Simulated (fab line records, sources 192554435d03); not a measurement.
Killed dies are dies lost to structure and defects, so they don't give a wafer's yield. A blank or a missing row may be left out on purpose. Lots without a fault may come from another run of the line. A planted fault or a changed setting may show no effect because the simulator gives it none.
Chamber matching | flow n5_finfet | N5_BEOL_M10_ETCH_61 on rie_diel-04: 4 sister chambers
The step etches SiARC in CF4, target depth 39 nm, time 65 s. 20 wafers are shown with their chamber, then 10 later ones without.

WAFERS WITH THEIR CHAMBER
wafer  | chamber | showerhead_plenum_p_Torr (Torr) | throttle_valve_pct (%) | oes_product_au (a.u.)
L081.3 | 1       | 2.21                            | 15.96                  | 0.61
L081.5 | 1       | 2.21                            | 15.96                  | 0.62
L081.6 | 0       | 2.10                            | 15.48                  | 0.78
L082.1 | 3       | 2.25                            | 15.45                  | 0.70
L082.4 | 0       | 2.10                            | 15.47                  | 0.77
L082.5 | 3       | 2.25                            | 15.46                  | 0.69
L080.1 | 1       | 2.21                            | 15.97                  | 0.61
L080.5 | 1       | 2.21                            | 15.97                  | 0.61
L080.6 | 0       | 2.10                            | 15.48                  | 0.76
L084.1 | 3       | 2.25                            | 15.47                  | 0.68
L084.2 | 0       | 2.10                            | 15.47                  | 0.76
L084.6 | 0       | 2.10                            | 15.50                  | 0.76
L085.3 | 1       | 2.20                            | 15.97                  | 0.60
L085.4 | 3       | 2.25                            | 15.47                  | 0.69
L085.5 | 1       | 2.20                            | 15.99                  | 0.61
L086.1 | 0       | 2.10                            | 15.50                  | 0.77
L086.2 | 1       | 2.20                            | 15.99                  | 0.60
L086.5 | 2       | 2.14                            | 15.73                  | 0.66
L089.1 | 0       | 2.09                            | 15.52                  | 0.73
L089.2 | 1       | 2.20                            | 16.01                  | 0.59

SIGNATURES (means of the wafers above)
reading                  | chamber 0 | chamber 1 | chamber 2 | chamber 3 | scatter within a chamber
showerhead_plenum_p_Torr | 2.0986    | 2.2050    | 2.1400    | 2.2500    | 0.00423
throttle_valve_pct       | 15.4886   | 15.9775   | 15.7300   | 15.4625   | 0.0168
oes_product_au           | 0.7614    | 0.6062    | 0.6600    | 0.6900    | 0.0119
Rule: a wafer's distance from a chamber is the root of the sum, over the readings, of the square of ((its reading less the chamber's mean) divided by the reading's scatter). The wafer belongs to the nearest chamber; if the next one is less than 2 further off, it can't be placed. The scatter: the root of (the sum of the squares of (reading less its chamber's mean) over the shown wafers, divided by (wafers less chambers)).

WAFERS WITHOUT THEIR CHAMBER
wafer  | showerhead_plenum_p_Torr (Torr) | throttle_valve_pct (%) | oes_product_au (a.u.)
L089.4 | 2.14                            | 15.76                  | 0.65
L092.2 | 2.24                            | 15.50                  | 0.68
L092.4 | 2.14                            | 15.77                  | 0.65
L092.6 | 2.09                            | 15.53                  | 0.74
L096.1 | 2.20                            | 16.02                  | 0.60
L096.2 | 2.14                            | 15.76                  | 0.64
L096.5 | 2.20                            | 16.04                  | 0.60
L097.2 | 2.09                            | 15.56                  | 0.73
L097.3 | 2.14                            | 15.79                  | 0.64
L097.4 | 2.20                            | 16.02                  | 0.59

WHICH CHAMBER EACH WENT THROUGH
wafer  | from the rows above | in truth
L089.4 | 2                   | 2
L092.2 | 3                   | 3
L092.4 | 2                   | 2
L092.6 | 0                   | 0
L096.1 | 1                   | 1
L096.2 | 2                   | 2
L096.5 | 1                   | 1
L097.2 | 0                   | 0
L097.3 | 2                   | 2
L097.4 | 1                   | 1
Placed correctly: 10 of 10. Can't be placed from these rows: 0. Placed wrongly: 0.
